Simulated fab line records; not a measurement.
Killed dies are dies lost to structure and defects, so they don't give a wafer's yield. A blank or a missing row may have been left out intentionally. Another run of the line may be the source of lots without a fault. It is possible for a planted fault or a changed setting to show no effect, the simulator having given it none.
8D (eight disciplines) problem report, filled in by code || flow nand_harc || the parts of the form that need people (team, actions taken, sign-off) are left out

1. THE PROBLEM
raw_defect_count at NHARC_THIN_TSV_INSPECT_40 reads a mean of 1472 on 6 wafers of 2 lots; wafers without a fault read 451 with a standard deviation of 73. Measured from the usual mean, that is +14 standard deviations.
The first sign was on wafer L107.2 at day 23 12:48, on defect_inspect-02. The record holds 18 wafers of 6 lots with a number at this step. By rule, "out" or "out of limits" means more than 4 standard deviations away from the usual mean. The rest of the wafers with a number are treated as sound.

2. WHAT THIS IS AND IS NOT
{"question": "which readings at this step", "is": "raw_defect_count", "is not": "-"}
{"question": "which lots", "is": "L107, L109", "is not": "L990, L993, L996, L999"}
{"question": "which wafers of those lots", "is": "all that have a number", "is not": "-"}
{"question": "read on which gauges", "is": "defect_inspect-02", "is not": "defect_inspect-01"}
{"question": "when", "is": "from day 23 12:48", "is not": "up to then (12 sound wafers)"}

3. SUSPECTS, AND WHAT RULES EACH OUT
Counting: a tool at a process step up to the reading stays a suspect if it ran every lot that is out and no sound lot after the first of them.
- the gauge at NHARC_THIN_TSV_INSPECT_40 has been ruled out. All the wafers that are out were read on defect_inspect-02, but those of them that NHARC_END_SORT_01 has rows for are out there too, on other tools.
- rie_metal-01 at NHARC_THIN_TSV_ETCH_59 (etches the open film in Cl2/BCl3, target depth 880 nm, time 138.1 s): kept. It ran every lot that is out, first L107 (day 23 04:11), and no sound lot after that; its last sound lot up to then is L990 (day 19 03:11).
- rie_metal-01 at NHARC_THIN_TSV_ETCH_36 (etches the open film in Cl2/BCl3, target depth 65 nm, time 18.571 s): kept. It ran every lot that is out, first L107 (day 23 04:24), and no sound lot after that; its last sound lot up to then is L990 (day 19 03:24).
- plasma_asher-01 at NHARC_THIN_TSV_STRIP_56 (strips in O2): kept. It ran every lot that is out, first L107 (day 23 04:30), and no sound lot after that; its last sound lot up to then is L996 (day 21 02:41).
The count leaves rie_metal-01 at NHARC_THIN_TSV_ETCH_59, rie_metal-01 at NHARC_THIN_TSV_ETCH_36, and plasma_asher-01 at NHARC_THIN_TSV_STRIP_56.

4. THE CAUSE (what the simulator had put in)
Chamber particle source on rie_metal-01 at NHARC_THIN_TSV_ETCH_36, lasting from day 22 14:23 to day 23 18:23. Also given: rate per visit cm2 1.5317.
Of the 3 suspects that counting leaves, this tool is one.

5. THE CHAIN OF EFFECTS, in route order
Rows list readings where the struck wafers' mean (over those with a number) sits beyond 3 standard deviations from the usual. Only readings for which the record gives a usual standard deviation are gone through. hours: the time from each lot's start at the first step in this table that gives one to its start at this step, as a median over the lots. sigmas: the change in usual standard deviations.
{"hours": 0, "step": "NHARC_THIN_TSV_INSPECT_40", "reading": "raw_defect_count", "usual": 451, "on struck wafers": 1472, "change": "+1021", "sigmas": "+14"}
{"hours": 4, "step": "NHARC_END_SORT_01", "reading": "defect_limited_yield", "usual": "95.3 %", "on struck wafers": 83.6, "change": -11.7, "sigmas": -7.3}
{"hours": 4, "step": "NHARC_END_SORT_01", "reading": "killed_at_other", "usual": 0.8, "on struck wafers": 75.3, "change": "+74.5", "sigmas": "+75"}
{"hours": 4, "step": "NHARC_END_SORT_01", "reading": "killed_dies", "usual": 32, "on struck wafers": 111, "change": "+79", "sigmas": "+7.2"}
{"hours": 4, "step": "NHARC_END_SORT_01", "reading": "sort_bin_2_pct", "usual": "1.5 %", "on struck wafers": 6.0, "change": "+4.5", "sigmas": "+7.5"}
{"hours": 4, "step": "NHARC_END_SORT_01", "reading": "sort_bin_3_pct", "usual": "0.27 %", "on struck wafers": 4.60, "change": "+4.33", "sigmas": "+20"}
{"hours": 4, "step": "NHARC_END_SORT_01", "reading": "sort_n_pass", "usual": 645, "on struck wafers": 566, "change": -79, "sigmas": -7.2}
{"hours": 4, "step": "NHARC_END_SORT_01", "reading": "sort_rim_yield_pct", "usual": "95.6 %", "on struck wafers": 86.8, "change": -8.8, "sigmas": -3.3}
{"hours": 4, "step": "NHARC_END_SORT_01", "reading": "sort_yield_pct", "usual": "95.3 %", "on struck wafers": 83.6, "change": -11.7, "sigmas": -7.3}
Later steps that measure or inspect, where all struck wafers having a row at the step show a number for every such reading and not one has moved that far: NHARC_END_WLT_00.

6. WHAT WOULD HAVE CAUGHT IT SOONER
Counted from the fault's start at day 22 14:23, it took 22 hours until the first out-of-limits reading at a measuring or inspecting step in this record, taken at day 23 12:48.
An alarm limit of 4 standard deviations would not have fired on the tool readings at NHARC_THIN_TSV_ETCH_36 for which the record gives a usual standard deviation, since none of them was out on any struck wafer.
Of the lots that are out (2), L109 began NHARC_THIN_TSV_ETCH_36 on rie_metal-01 after day 23 12:48. A hold on the tool at that time would have spared it.
